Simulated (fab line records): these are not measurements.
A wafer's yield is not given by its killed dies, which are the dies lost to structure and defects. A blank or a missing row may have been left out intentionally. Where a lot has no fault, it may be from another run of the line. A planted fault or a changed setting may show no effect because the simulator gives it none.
Struck lot and sound lot, side by side -- flow nandHarc -- 33 out of 1302 route steps
Sound: wafers L625.1, L625.2, L625.4. Struck: wafer L639.4 (left out: L639.3, L639.5 of the same lot, which were not struck); the cause appears at the end.
For every step that has rows: the tool of each side, followed by ch and its chambers, followed by its first start. Under that, the readings that differ: sound wafers -- struck wafers -- difference of the means -- sigmas: that difference in standard deviations of wafers without a fault.
alike: readings whose means differ by less than 2 such deviations, and words and numbers that are the same on both sides. not compared: withheld readings, readings that some wafer has no value for, bounds like >300 that may hide the same value, and numbers for which the record gives no deviation and whose values overlap.
Wherever a step has rows on one side only, a row that says differs or no value, or a row with sigmas, the two part there. Numbers that have no deviation but don't overlap get no sigmas and don't part them. Lack of a reading on every wafer of one side parts them only where that side has two or more wafers.

first, 9 steps without rows for these wafers: NHARC_P_CONTACT_STRIP_28 (strips in O2); NHARC_P_CONTACT_STRIP_29 (strips in post etch residue remover, time 1200 s); NHARC_P_CONTACT_DEGAS_38 (time 60 s); NHARC_P_CONTACT_PRE_CLEAN_39 (time 19.5 s); NHARC_P_CONTACT_PVD_32 (deposits Ti, target thk 5 nm, time 17.7 s); NHARC_P_CONTACT_ALD_22 (deposits TiN, target thk 3 nm, pulse time 1 s, ald cycles 150); NHARC_P_CONTACT_CVD_23 (deposits W, target thk 200 nm, time 557 s); NHARC_P_CONTACT_CMP_24 (polishes, t overpolish 30 s, target thk 200 nm); NHARC_P_CONTACT_SRD_26.
NHARC_P_M0_DEP_00: deposits SiOC, target thk 150 nm.
  sound on pecvd-02 ch 0,2, day 6 10:05; struck on pecvd-01 ch 0,2, day 12 01:37
then, 22 steps without rows for these wafers: NHARC_P_M0_DEHYDRATE_01 (time 120 s); NHARC_P_M0_HMDS_02 (time 30 s); NHARC_P_M0_COAT_33 (time 65 s); NHARC_P_M0_COAT_03 (resist thk 90 nm); NHARC_P_M0_SOFTBAKE_04 (time 55 s); NHARC_P_M0_EBR_05; NHARC_P_M0_EXPOSE_06 (exposes mask P M0, target cd 90 nm); NHARC_P_M0_PEB_07 (peb time 65 s); NHARC_P_M0_DEVELOP_08 (develop time 35 s); NHARC_P_M0_DESCUM_14 (chemistry O2, time 3 s); NHARC_P_M0_ETCH_34 (etches the open film in N2/H2, target depth 40 nm, overetch 12 nm, time 43.94 s); NHARC_P_M0_ETCH_15 (etches the open film in C4F8/Ar, target depth 150 nm, overetch 15 nm, time 82.5 s); NHARC_P_M0_STRIP_18 (strips in N2/H2); NHARC_P_M0_STRIP_19 (strips in post etch residue remover, time 600 s); NHARC_P_M0_DEGAS_28 (time 60 s); NHARC_P_M0_PRE_CLEAN_29 (time 30 s); NHARC_P_M0_PVD_20 (deposits TaN, target thk 5 nm, time 8.06 s); NHARC_P_M0_PVD_21 (deposits Cu, target thk 30 nm, time 20.49 s); NHARC_P_M0_ECD_22 (material Cu, target thk 400 nm); NHARC_P_M0_ANNEAL_30 (time 90 s); NHARC_P_M0_CMP_23 (polishes, t overpolish 20 s, target thk 117.54 nm); NHARC_P_M0_SRD_25.
-- record jumps: 18 days between struck wafers' starts before vs after; left off in module P_M0, resumes in module END, first step shown is number 1302 of the route --
NHARC_END_SORT_01:
  sound on prober-02 ch 0, day 25 04:01; struck on prober-02 ch 0, day 30 12:05
reading,sound,struck,difference,sigmas
defectLimitedYield (%),96.8 95.0 96.2,0.1,-95.9,-38
killedAtPeriphery,4 13 10,638,+629,+99 or more
killedDies,22 34 26,676,+649,+38
sort_bin_2_pct (%),1.0 1.5 1.5,96.8,+95.5,+87
sortNPass,655 643 651,1,-649,-38
sortRimYieldPct (%),93 95 94,0,-94,-20
sortYieldPct (%),96.8 95.0 96.2,0.1,-95.9,-38
  alike: killedAtArray, killedAtOther, killedOpen, killedShort, sort_bin_3_pct, sort_bin_4_pct

## WHERE THEY PART
NHARC_END_SORT_01 only, going by this record.

WHY: the cause the simulator had injected
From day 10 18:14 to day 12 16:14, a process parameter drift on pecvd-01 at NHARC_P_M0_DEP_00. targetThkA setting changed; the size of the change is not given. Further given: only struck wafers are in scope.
